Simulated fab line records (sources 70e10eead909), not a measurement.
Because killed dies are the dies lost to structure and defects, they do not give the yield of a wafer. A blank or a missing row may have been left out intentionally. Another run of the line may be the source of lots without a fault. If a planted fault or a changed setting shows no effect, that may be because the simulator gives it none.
Chamber matching :: flow nand harc :: 3 sister chambers for NHARC_A_STAIRCASE_DEP_151 on pecvd-01
The step deposits SiO2, target thk 7200 nm. 6 wafers are shown with their chamber, then 11 later ones without.

== WAFERS PAIRED WITH THEIR CHAMBERS ==
wafer: L080.4
chamber: 2
heater power w (W): 670

wafer: L082.1
chamber: 2
heater power w (W): 717

wafer: L082.5
chamber: 1
heater power w (W): 640

wafer: L084.4
chamber: 1
heater power w (W): 672

wafer: L084.6
chamber: 0
heater power w (W): 647

wafer: L088.3
chamber: 0
heater power w (W): 788

== WAFERS WITH NO CHAMBER GIVEN ==
wafer: L088.4
heater power w (W): 642

wafer: L088.6
heater power w (W): 677

wafer: L090.2
heater power w (W): 757

wafer: L090.3
heater power w (W): 734

wafer: L090.5
heater power w (W): 636

wafer: L092.4
heater power w (W): 640

wafer: L092.5
heater power w (W): 688

wafer: L092.6
heater power w (W): 628

wafer: L096.2
heater power w (W): 816

wafer: L096.3
heater power w (W): 778

wafer: L096.5
heater power w (W): 645

== CHAMBER TAKEN BY EACH ==
wafer: L088.4
from the rows above: can't be placed: 1 or 2 or 0
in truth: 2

wafer: L088.6
from the rows above: can't be placed: 2 or 1 or 0
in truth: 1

wafer: L090.2
from the rows above: can't be placed: 0 or 2 or 1
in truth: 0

wafer: L090.3
from the rows above: can't be placed: 0 or 2 or 1
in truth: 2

wafer: L090.5
from the rows above: can't be placed: 1 or 2 or 0
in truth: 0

wafer: L092.4
from the rows above: can't be placed: 1 or 2 or 0
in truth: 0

wafer: L092.5
from the rows above: can't be placed: 2 or 0 or 1
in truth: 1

wafer: L092.6
from the rows above: can't be placed: 1 or 2 or 0
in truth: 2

wafer: L096.2
from the rows above: can't be placed: 0 or 2 or 1
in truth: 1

wafer: L096.3
from the rows above: can't be placed: 0 or 2 or 1
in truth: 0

wafer: L096.5
from the rows above: can't be placed: 1 or 2 or 0
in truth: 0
Correctly placed: 0 of 11. Unplaceable from these rows: 11, with the true chamber sitting among the candidates in 11. Wrongly placed: 0.
How it was worked out, from the rows above alone: a wafer's distance from a chamber is the root of the sum, over the readings, of the square of ((its reading less the chamber's mean) divided by the reading's scatter). If the next closest chamber is less than 2 further off than the closest, the wafer can't be placed; otherwise it belongs to the closest. For every chamber, the mean is computed from those of its wafers that are shown. The scatter: the root of (the sum of the squares of (reading less its chamber's mean) over the shown wafers, divided by (wafers less chambers)).
